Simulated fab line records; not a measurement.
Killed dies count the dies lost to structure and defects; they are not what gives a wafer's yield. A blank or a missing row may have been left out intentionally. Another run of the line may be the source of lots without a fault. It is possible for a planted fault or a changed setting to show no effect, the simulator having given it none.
fab line records + flow nand-harc + part 2 of 2: steps 4 to 6 of 6
record:
- lots: 22
- wafers: 66
- last-day: 25
route steps=1159 shown A_STAIRCASE@618
lots with no fault: from the same line, run without faults
start-h: hours from the record's opening day to when the first of the lot's shown wafers began + wait-h: how many hours have passed since the lot's step before this one + " as in the row above + L1.1+2: several wafers, shown together as one row + - value missing, or start not given + * or withheld: withheld + < > ~ a bound
route shown NAME@n: a module of which the file shows steps, and the number in the route of the first + usual: mean/standard deviation of fault-free wafers + same: alike in all rows + chamber/n: place in a boat + sites: the reading at each site + _std_site: standard deviation across them + _edge_site: the outer-site mean with the inner-site mean subtracted + radius-mm: how far each site lies from the wafer's centre + mask NAME#n: copy n + behind: the most recent tool/chamber to have shaped the wafer + hold: why the lot went on hold/how many hours it stayed there/how the hold came to an end + device: the transistor (n, p or np) that didn't switch + end of line: at the end of the route, the tests of the same wafers + a step with no rows: only its recipe + killed: the dies lost at the first sort to structure and to defects; this is not the yield of the wafer + map: the dies of a wafer, with x for killed, . for not killed, _ for no die there
set.NAME: the run value of the setting; set.NAME@STEP: its run value at that earlier step + model.NAME: the simulator's own value behind a step, which no gauge read
a sample of lots followed through the steps of the route, with each step as a table and each wafer as a row
services: when a tool's chamber went out of use (start-h, in hours from the record's first day, below 0 if earlier), for how many hours, and the reason
== steps ==
step: NHARC_A_STAIRCASE_HM_OPEN_463
recipe:
- o2-flow-sccm: 400
- cos-flow-sccm: 20
- ar-flow-sccm: 0
- rf-w: 500
- bias-w: 300
- chemistry: O2/COS
usual:
- drypump-motor-current-A: 5.5/0.44
- oes-product-au: 1.005/0.0093
- rf-vpp-V: 466.5/2.7
- showerhead-plenum-p-Torr: 3.09/0.12
- throttle-valve-pct: 28.330/0.0099
| lot.wafer | tool        | chamber | start-h | wait-h | drypump-motor-current-A | oes-product-au | rf-hours-counter-h | rf-vpp-V | showerhead-plenum-p-Torr | throttle-valve-pct |
|-----------|-------------|---------|---------|--------|-------------------------|----------------|--------------------|----------|--------------------------|--------------------|
| L074.3    | rie-diel-04 | 2       | -       | -      | 5.9                     | 1.009          | 52                 | 466.8    | 3.09                     | 28.331             |
| L074.4    | "           | 3       | "       | "      | 5.3                     | 1.008          | 45                 | 464.9    | 2.99                     | 28.341             |
| L074.5    | "           | 1       | "       | "      | 5.0                     | 1.011          | -                  | 468.1    | 3.13                     | 28.326             |
| L075.1    | rie-diel-01 | 2       | -       | -      | 6.2                     | 1.007          | 51                 | 466.0    | 3.03                     | 28.327             |
| L075.4    | "           | 1       | "       | "      | 4.8                     | 1.005          | 45                 | 461.6    | 2.91                     | 28.325             |
| L075.5    | "           | 2       | "       | "      | 6.2                     | 1.004          | -                  | 467.0    | 3.03                     | 28.324             |
| L077.2    | rie-diel-02 | 0       | -       | -      | 6.0                     | 1.007          | 39                 | 466.6    | 3.08                     | 28.314             |
| L077.1    | "           | 1       | "       | "      | 5.5                     | 1.016          | 40                 | 469.1    | 3.17                     | 28.325             |
| L077.6    | "           | 1       | "       | "      | 5.5                     | 1.026          | -                  | 468.3    | 3.17                     | 28.321             |
| L076.4    | rie-diel-04 | 2       | -       | -      | 5.8                     | 1.011          | 58                 | 466.4    | 3.09                     | 28.328             |
| L076.2    | "           | 3       | "       | "      | 5.2                     | 1.008          | 52                 | 464.1    | 2.99                     | 28.325             |
| L076.6    | "           | 0       | "       | "      | 5.6                     | 0.989          | -                  | 468.5    | 3.12                     | 28.331             |
| L079.2    | rie-diel-01 | 2       | -       | -      | 6.2                     | 0.998          | 56                 | 465.0    | 3.03                     | 28.319             |
| L079.1    | "           | 3       | "       | "      | 5.4                     | 1.008          | 52                 | 468.2    | 3.16                     | 28.343             |
| L079.5    | "           | 2       | "       | "      | 6.2                     | 1.010          | -                  | 464.6    | 3.03                     | 28.325             |
| L078.4    | rie-diel-04 | 1       | -       | -      | 4.9                     | 1.010          | 60                 | 467.3    | 3.13                     | 28.319             |
| L078.3    | "           | 2       | "       | "      | 5.8                     | 1.023          | 61                 | 465.7    | 3.09                     | 28.324             |
| L078.6    | "           | 1       | "       | "      | 4.9                     | 1.015          | -                  | 466.7    | 3.12                     | 28.334             |
| L081.4    | rie-diel-04 | 3       | -       | -      | 5.2                     | 1.008          | 57                 | 462.2    | 2.99                     | 28.330             |
| L081.5    | "           | 2       | "       | "      | 5.8                     | 1.009          | -                  | 466.9    | 3.09                     | 28.338             |
| L081.6    | "           | 3       | "       | "      | 5.3                     | 1.002          | -                  | 463.6    | 2.99                     | 28.336             |
| L080.4    | rie-diel-01 | 3       | -       | -      | 5.4                     | 1.003          | 56                 | 468.2    | 3.16                     | 28.318             |
| L080.3    | "           | 1       | "       | "      | 4.8                     | 1.009          | 53                 | 463.1    | 2.91                     | 28.329             |
| L080.5    | "           | 0       | "       | "      | 5.9                     | 1.017          | -                  | 463.3    | 2.92                     | 28.318             |
| L082.4    | rie-diel-04 | 2       | -       | -      | 5.8                     | 0.997          | 3                  | 465.0    | 3.09                     | 28.339             |
| L082.2    | "           | 3       | "       | "      | 5.3                     | 0.982          | 3                  | 464.5    | 2.98                     | 28.337             |
| L082.1    | "           | 0       | "       | "      | 5.6                     | 0.999          | 2                  | 467.7    | 3.11                     | 28.319             |
| L083.2    | rie-diel-02 | 1       | -       | -      | 5.5                     | 1.009          | 50                 | 467.4    | 3.17                     | 28.343             |
| L083.3    | "           | 2       | "       | "      | 5.2                     | 1.021          | 54                 | 460.6    | 2.90                     | 28.318             |
| L083.5    | "           | 0       | "       | "      | 6.0                     | 0.998          | -                  | 466.5    | 3.08                     | 28.333             |
| L084.4    | rie-diel-04 | 0       | -       | -      | 5.6                     | 1.005          | 9                  | 467.5    | 3.11                     | 28.320             |
| L084.1    | "           | 2       | "       | "      | 5.9                     | 1.008          | 10                 | 465.9    | 3.08                     | 28.310             |
| L084.5    | "           | 0       | "       | "      | 5.6                     | 0.992          | -                  | 468.1    | 3.11                     | 28.337             |
| L088.4    | rie-diel-01 | 1       | -       | -      | 4.8                     | 1.003          | 6                  | 471.2    | 3.37                     | 28.335             |
| L088.2    | "           | 3       | "       | "      | 5.4                     | 1.004          | 7                  | 467.2    | 3.15                     | 28.335             |
| L088.5    | "           | 0       | "       | "      | 5.9                     | 1.002          | -                  | 461.4    | 2.92                     | 28.341             |
| L086.4    | rie-diel-01 | 1       | -       | -      | 4.8                     | 0.985          | 8                  | 472.0    | 3.37                     | 28.339             |
| L086.1    | "           | 2       | "       | "      | 6.2                     | 0.995          | 9                  | 465.2    | 3.02                     | 28.343             |
| L086.2    | "           | 3       | "       | "      | 5.4                     | 0.993          | 9                  | 468.9    | 3.15                     | 28.341             |
| L087.4    | rie-diel-02 | 2       | -       | -      | 5.2                     | 1.021          | 2                  | 472.3    | 3.37                     | 28.328             |
| L087.2    | "           | 3       | "       | "      | 5.4                     | 1.009          | 2                  | 466.6    | 3.12                     | 28.323             |
| L087.5    | "           | 0       | "       | "      | 6.0                     | 1.019          | -                  | 465.6    | 3.07                     | 28.334             |
| L089.4    | rie-diel-01 | 2       | -       | -      | 6.2                     | 0.998          | 11                 | 465.1    | 3.02                     | 28.334             |
| L089.1    | "           | 3       | "       | "      | 5.4                     | 0.993          | 11                 | 467.8    | 3.15                     | 28.326             |
| L089.3    | "           | 0       | "       | "      | 5.9                     | 0.993          | 10                 | 464.8    | 2.91                     | 28.319             |
| L090.1    | rie-diel-02 | 1       | -       | -      | 5.5                     | 1.014          | 7                  | 468.2    | 3.16                     | 28.321             |
| L090.3    | "           | 2       | "       | "      | 5.2                     | 1.006          | 6                  | 471.9    | 3.37                     | 28.323             |
| L090.6    | "           | 0       | "       | "      | 6.0                     | 1.003          | -                  | 464.7    | 3.07                     | 28.325             |
| L092.4    | rie-diel-01 | 3       | -       | -      | 5.4                     | 0.994          | 13                 | 468.8    | 3.15                     | 28.313             |
| L092.3    | "           | 0       | "       | "      | 5.9                     | 1.002          | 12                 | 461.3    | 2.91                     | 28.328             |
| L092.6    | "           | 3       | "       | "      | 5.4                     | 1.000          | -                  | 466.7    | 3.15                     | 28.311             |
| L094.3    | rie-diel-01 | 3       | -       | -      | 5.4                     | 0.989          | 15                 | 468.1    | 3.15                     | 28.332             |
| L094.2    | "           | 0       | "       | "      | 5.9                     | 1.006          | 14                 | 463.1    | 2.91                     | 28.335             |
| L094.4    | "           | 1       | "       | "      | 4.8                     | 1.001          | 14                 | 472.1    | 3.37                     | 28.345             |
| L093.3    | rie-diel-01 | 3       | -       | -      | 5.4                     | 0.992          | 15                 | 469.0    | 3.14                     | 28.323             |
| L093.1    | "           | 0       | "       | "      | 5.9                     | 0.998          | 14                 | 462.5    | 2.91                     | 28.329             |
| L093.6    | "           | 3       | "       | "      | 5.4                     | 0.986          | -                  | 466.5    | 3.14                     | 28.345             |
| L095.4    | rie-diel-04 | 2       | -       | -      | 5.9                     | 1.005          | 36                 | 464.8    | 3.07                     | 28.335             |
| L095.2    | "           | 3       | "       | "      | 5.2                     | 0.998          | 31                 | 464.2    | 2.97                     | 28.355             |
| L095.1    | "           | 1       | "       | "      | 5.0                     | 1.013          | 34                 | 466.8    | 3.11                     | 28.314             |
| L097.1    | rie-diel-02 | 0       | -       | -      | 6.0                     | 1.016          | 18                 | 465.5    | 3.06                     | 28.326             |
| L097.4    | "           | 3       | "       | "      | 5.4                     | 1.003          | 13                 | 467.8    | 3.11                     | 28.330             |
| L097.6    | "           | 0       | "       | "      | 6.0                     | 1.016          | -                  | 465.5    | 3.06                     | 28.342             |
| L096.3    | rie-diel-04 | 2       | -       | -      | 5.8                     | 1.013          | 43                 | 464.7    | 3.07                     | 28.338             |
| L096.1    | "           | 3       | "       | "      | 5.3                     | 1.001          | 38                 | 463.4    | 2.97                     | 28.332             |
| L096.5    | "           | 0       | "       | "      | 5.6                     | 0.998          | -                  | 466.5    | 3.09                     | 28.321             |
step: NHARC_A_STAIRCASE_ETCH_315
recipe:
- target-depth-a: 25000
- time-s: 607.1
- ion-energy-ev: 800
- c4f8-flow-sccm: 80
- o2-flow-sccm: 60
- ar-flow-sccm: withheld
- rf-w: 600
- bias-w: 3000
- chemistry: C4F8/O2/Ar
usual:
- oes-product-au: 0.936/0.01
- rf-vpp-V: 1824/11
| lot.wafer | tool        | chamber | start-h | wait-h | oes-product-au | rf-hours-counter-h | rf-vpp-V |
|-----------|-------------|---------|---------|--------|----------------|--------------------|----------|
| L074.4    | rie-diel-04 | 1       | -       | -      | 0.939          | 52                 | 1828     |
| L074.3    | "           | 2       | "       | "      | 0.952          | 52                 | 1826     |
| L074.5    | "           | 3       | "       | "      | 0.948          | -                  | 1815     |
| L075.4    | rie-diel-01 | 2       | -       | -      | 0.929          | 51                 | 1821     |
| L075.1    | "           | 1       | "       | "      | 0.927          | 45                 | 1808     |
| L075.5    | "           | 2       | "       | "      | 0.925          | -                  | 1819     |
| L077.2    | rie-diel-02 | 1       | -       | -      | 0.941          | 40                 | 1832     |
| L077.1    | "           | 0       | "       | "      | 0.929          | 39                 | 1824     |
| L077.6    | "           | 2       | "       | "      | 0.945          | -                  | 1811     |
| L076.2    | rie-diel-04 | 0       | -       | -      | 0.925          | 54                 | 1827     |
| L076.4    | "           | 1       | "       | "      | 0.925          | 57                 | 1828     |
| L076.6    | "           | 3       | "       | "      | 0.941          | -                  | 1816     |
| L079.2    | rie-diel-01 | 2       | -       | -      | 0.932          | 56                 | 1821     |
| L079.1    | "           | 3       | "       | "      | 0.927          | 52                 | 1829     |
| L079.5    | "           | 1       | "       | "      | 0.930          | -                  | 1809     |
| L078.4    | rie-diel-04 | 3       | -       | -      | 0.935          | 57                 | 1816     |
| L078.3    | "           | 2       | "       | "      | 0.953          | 63                 | 1824     |
| L078.6    | "           | 0       | "       | "      | 0.927          | -                  | 1826     |
| L081.4    | rie-diel-04 | 3       | -       | -      | 0.932          | 57                 | 1815     |
| L081.5    | "           | 1       | "       | "      | 0.940          | -                  | 1827     |
| L081.6    | "           | 2       | "       | "      | 0.934          | -                  | 1825     |
| L080.4    | rie-diel-01 | 3       | -       | -      | 0.939          | 57                 | 1830     |
| L080.3    | "           | 0       | "       | "      | 0.960          | 53                 | 1809     |
| L080.5    | "           | 0       | "       | "      | 0.954          | -                  | 1809     |
| L082.1    | rie-diel-04 | 2       | -       | -      | 0.934          | 3                  | 1825     |
| L082.4    | "           | 0       | "       | "      | 0.933          | 3                  | 1827     |
| L082.2    | "           | 1       | "       | "      | 0.938          | 3                  | 1826     |
| L083.3    | rie-diel-02 | 1       | -       | -      | 0.920          | 50                 | 1832     |
| L083.2    | "           | 2       | "       | "      | 0.938          | 54                 | 1808     |
| L083.5    | "           | 2       | "       | "      | 0.933          | -                  | 1809     |
| L084.4    | rie-diel-04 | 2       | -       | -      | 0.928          | 11                 | 1824     |
| L084.1    | "           | 3       | "       | "      | 0.916          | 8                  | 1813     |
| L084.5    | "           | 2       | "       | "      | 0.922          | -                  | 1824     |
| L088.4    | rie-diel-01 | 0       | -       | -      | 0.924          | 6                  | 1809     |
| L088.2    | "           | 1       | "       | "      | 0.936          | 7                  | 1847     |
| L088.5    | "           | 1       | "       | "      | 0.934          | -                  | 1846     |
| L086.2    | rie-diel-01 | 1       | -       | -      | 0.931          | 8                  | 1847     |
| L086.1    | "           | 2       | "       | "      | 0.936          | 9                  | 1820     |
| L086.4    | "           | 3       | "       | "      | 0.920          | 9                  | 1829     |
| L087.2    | rie-diel-02 | 1       | -       | -      | 0.945          | 2                  | 1830     |
| L087.4    | "           | 3       | "       | "      | 0.940          | 2                  | 1827     |
| L087.5    | "           | 0       | "       | "      | 0.944          | -                  | 1822     |
| L089.1    | rie-diel-01 | 0       | -       | -      | 0.930          | 10                 | 1807     |
| L089.4    | "           | 1       | "       | "      | 0.930          | 10                 | 1845     |
| L089.3    | "           | 2       | "       | "      | 0.940          | 11                 | 1819     |
| L090.1    | rie-diel-02 | 2       | -       | -      | 0.950          | 7                  | 1845     |
| L090.3    | "           | 0       | "       | "      | 0.958          | 8                  | 1822     |
| L090.6    | "           | 1       | "       | "      | 0.960          | -                  | 1829     |
| L092.4    | rie-diel-01 | 2       | -       | -      | 0.934          | 14                 | 1819     |
| L092.3    | "           | 0       | "       | "      | 0.933          | 12                 | 1809     |
| L092.6    | "           | 2       | "       | "      | 0.937          | -                  | 1819     |
| L094.4    | rie-diel-01 | 1       | -       | -      | 0.953          | 14                 | 1847     |
| L094.2    | "           | 2       | "       | "      | 0.960          | 16                 | 1819     |
| L094.3    | "           | 3       | "       | "      | 0.927          | 15                 | 1829     |
| L093.3    | rie-diel-01 | 2       | -       | -      | 0.936          | 16                 | 1816     |
| L093.1    | "           | 3       | "       | "      | 0.924          | 16                 | 1829     |
| L093.6    | "           | 2       | "       | "      | 0.933          | -                  | 1818     |
| L095.1    | rie-diel-04 | 2       | -       | -      | 0.930          | 36                 | 1824     |
| L095.4    | "           | 3       | "       | "      | 0.920          | 31                 | 1813     |
| L095.2    | "           | 0       | "       | "      | 0.932          | 37                 | 1825     |
| L097.4    | rie-diel-02 | 3       | -       | -      | 0.939          | 13                 | 1828     |
| L097.1    | "           | 1       | "       | "      | 0.946          | 19                 | 1831     |
| L097.6    | "           | 2       | "       | "      | 0.933          | -                  | 1845     |
| L096.1    | rie-diel-04 | 0       | -       | -      | 0.940          | 43                 | 1825     |
| L096.3    | "           | 2       | "       | "      | 0.963          | 43                 | 1822     |
| L096.5    | "           | 1       | "       | "      | 0.942          | -                  | 1825     |
step: NHARC_A_STAIRCASE_ETCHBACK_416
recipe:
- target-depth-a: 360
- time-s: 7.2
- c4f8-flow-sccm: withheld
- o2-flow-sccm: 8
- ar-flow-sccm: withheld
- rf-w: 600
- bias-w: 800
- chemistry: C4F8/O2/Ar
usual:
- oes-product-au: 0.94/0.031
- rf-vpp-V: 721/3.9
| lot.wafer | tool        | chamber | start-h | wait-h | oes-product-au | rf-hours-counter-h | rf-vpp-V |
|-----------|-------------|---------|---------|--------|----------------|--------------------|----------|
| L074.4    | rie-diel-01 | 2       | -       | -      | 1.00           | 48                 | 719      |
| L074.3    | "           | 0       | "       | "      | 1.02           | 40                 | 718      |
| L074.5    | "           | 2       | "       | "      | 1.00           | -                  | 721      |
| L075.1    | rie-diel-01 | 1       | -       | -      | 0.92           | 46                 | 717      |
| L075.4    | "           | 2       | "       | "      | 0.93           | 53                 | 721      |
| L075.5    | "           | 0       | "       | "      | 0.94           | -                  | 718      |
| L077.1    | rie-diel-04 | 2       | -       | -      | 0.93           | 58                 | 722      |
| L077.2    | "           | 1       | "       | "      | 0.92           | 57                 | 723      |
| L077.6    | "           | 2       | "       | "      | 0.94           | -                  | 722      |
| L076.2    | rie-diel-04 | 2       | -       | -      | 0.95           | 59                 | 723      |
| L076.4    | "           | 0       | "       | "      | 0.92           | 55                 | 722      |
| L076.6    | "           | 2       | "       | "      | 0.94           | -                  | 721      |
| L079.2    | rie-diel-01 | 1       | -       | -      | 0.92           | 51                 | 717      |
| L079.1    | "           | 2       | "       | "      | 0.94           | 58                 | 721      |
| L079.5    | "           | 1       | "       | "      | 0.94           | -                  | 716      |
| L078.3    | rie-diel-02 | 3       | -       | -      | 0.92           | 46                 | 723      |
| L078.4    | "           | 0       | "       | "      | 0.92           | 46                 | 721      |
| L078.6    | "           | 0       | "       | "      | 0.93           | -                  | 722      |
| L081.4    | rie-diel-01 | 3       | -       | -      | 1.00           | 58                 | 725      |
| L081.5    | "           | 2       | "       | "      | 1.01           | -                  | 718      |
| L081.6    | "           | 3       | "       | "      | 1.00           | -                  | 724      |
| L080.4    | rie-diel-01 | 0       | -       | -      | 0.94           | 54                 | 716      |
| L080.3    | "           | 2       | "       | "      | 0.94           | 62                 | 721      |
| L080.5    | "           | 0       | "       | "      | 0.93           | -                  | 716      |
| L082.2    | rie-diel-01 | 3       | -       | -      | 0.92           | 62                 | 724      |
| L082.1    | "           | 0       | "       | "      | 0.94           | 59                 | 715      |
| L082.4    | "           | 1       | "       | "      | 0.93           | 60                 | 715      |
| L083.2    | rie-diel-02 | 3       | -       | -      | 0.92           | 53                 | 724      |
| L083.3    | "           | 1       | "       | "      | 0.92           | 52                 | 724      |
| L083.5    | "           | 2       | "       | "      | 0.94           | -                  | 716      |
| L084.1    | rie-diel-04 | 3       | -       | -      | 0.91           | 9                  | 719      |
| L084.4    | "           | 2       | "       | "      | 0.93           | 12                 | 721      |
| L084.5    | "           | 3       | "       | "      | 0.91           | -                  | 720      |
| L088.2    | rie-diel-04 | 3       | -       | -      | 0.99           | 18                 | 718      |
| L088.4    | "           | 0       | "       | "      | 1.01           | 20                 | 723      |
| L088.5    | "           | 3       | "       | "      | 0.99           | -                  | 717      |
| L087.2    | rie-diel-01 | 1       | -       | -      | 0.99           | 9                  | 732      |
| L087.4    | "           | 3       | "       | "      | 0.98           | 10                 | 725      |
| L087.5    | "           | 2       | "       | "      | 1.01           | -                  | 720      |
| L086.2    | rie-diel-04 | 1       | -       | -      | 0.94           | 19                 | 723      |
| L086.1    | "           | 2       | "       | "      | 0.93           | 20                 | 723      |
| L086.4    | "           | 3       | "       | "      | 0.91           | 19                 | 718      |
| L089.4    | rie-diel-01 | 2       | -       | -      | 0.93           | 12                 | 720      |
| L089.1    | "           | 0       | "       | "      | 0.93           | 11                 | 717      |
| L089.3    | "           | 1       | "       | "      | 0.93           | 11                 | 730      |
| L090.1    | rie-diel-01 | 0       | -       | -      | 0.92           | 12                 | 716      |
| L090.3    | "           | 1       | "       | "      | 0.93           | 12                 | 730      |
| L090.6    | "           | 3       | "       | "      | 0.93           | -                  | 723      |
| L092.3    | rie-diel-04 | 2       | -       | -      | 0.93           | 26                 | 722      |
| L092.4    | "           | 2       | "       | "      | 0.92           | -                  | 721      |
| L092.6    | "           | 1       | "       | "      | 0.93           | -                  | 723      |
| L094.3    | rie-diel-02 | 2       | -       | -      | 0.94           | 11                 | 730      |
| L094.4    | "           | 3       | "       | "      | 0.94           | 8                  | 724      |
| L094.2    | "           | 0       | "       | "      | 0.94           | 13                 | 721      |
| L093.3    | rie-diel-04 | 1       | -       | -      | 0.92           | 29                 | 724      |
| L093.1    | "           | 3       | "       | "      | 0.91           | 26                 | 718      |
| L093.6    | "           | 1       | "       | "      | 0.94           | -                  | 723      |
| L095.2    | rie-diel-04 | 0       | 389.43  | 2.5    | 0.94           | 39                 | 722      |
| L095.1    | "           | 1       | "       | "      | 0.93           | 36                 | 722      |
| L095.4    | "           | 3       | "       | "      | 0.92           | 34                 | 718      |
| L097.1    | rie-diel-01 | 0       | -       | -      | 0.91           | 25                 | 717      |
| L097.6    | "           | 0       | "       | "      | 0.92           | -                  | 716      |
| L097.4    | "           | 1       | "       | "      | 0.92           | -                  | 732      |
| L096.1    | rie-diel-04 | 1       | -       | -      | 0.92           | 41                 | 722      |
| L096.3    | "           | 2       | "       | "      | 0.94           | 44                 | 721      |
| L096.5    | "           | 1       | "       | "      | 0.92           | -                  | 723      |
== services ==
| tool        | chamber | start-h | hours | kind   |
|-------------|---------|---------|-------|--------|
| rie-diel-01 | 0       | 221.58  | -     | clean  |
| rie-diel-01 | 1       | 221.58  | -     | clean  |
| rie-diel-01 | 2       | 221.58  | -     | clean  |
| rie-diel-01 | 3       | 221.58  | -     | clean  |
| rie-diel-01 | 3       | 223.43  | 9.2   | repair |
| rie-diel-02 | 3       | 229.59  | 5.3   | repair |
| rie-diel-01 | 0       | 236.14  | 16.6  | repair |
| rie-diel-01 | 1       | 246.13  | -     | clean  |
| rie-diel-01 | 2       | 246.13  | -     | clean  |
| rie-diel-01 | 3       | 246.13  | -     | clean  |
| rie-diel-01 | 0       | 270.68  | -     | clean  |
| rie-diel-01 | 1       | 270.68  | -     | clean  |
| rie-diel-01 | 2       | 270.68  | -     | clean  |
| rie-diel-01 | 3       | 270.68  | -     | clean  |
| rie-diel-04 | -       | 288.94  | 9.0   | pm     |
| rie-diel-01 | 0       | 295.20  | -     | clean  |
| rie-diel-01 | 1       | 295.20  | -     | clean  |
| rie-diel-01 | 2       | 295.20  | -     | clean  |
| rie-diel-01 | 3       | 295.20  | -     | clean  |
| rie-diel-04 | 3       | 308.63  | 6.8   | repair |
| rie-diel-01 | -       | 315.80  | 9.0   | pm     |
| rie-diel-02 | -       | 328.71  | 9.0   | pm     |
| rie-diel-04 | 3       | 359.07  | 13.1  | repair |
| rie-diel-01 | 3       | 381.01  | 14.8  | repair |
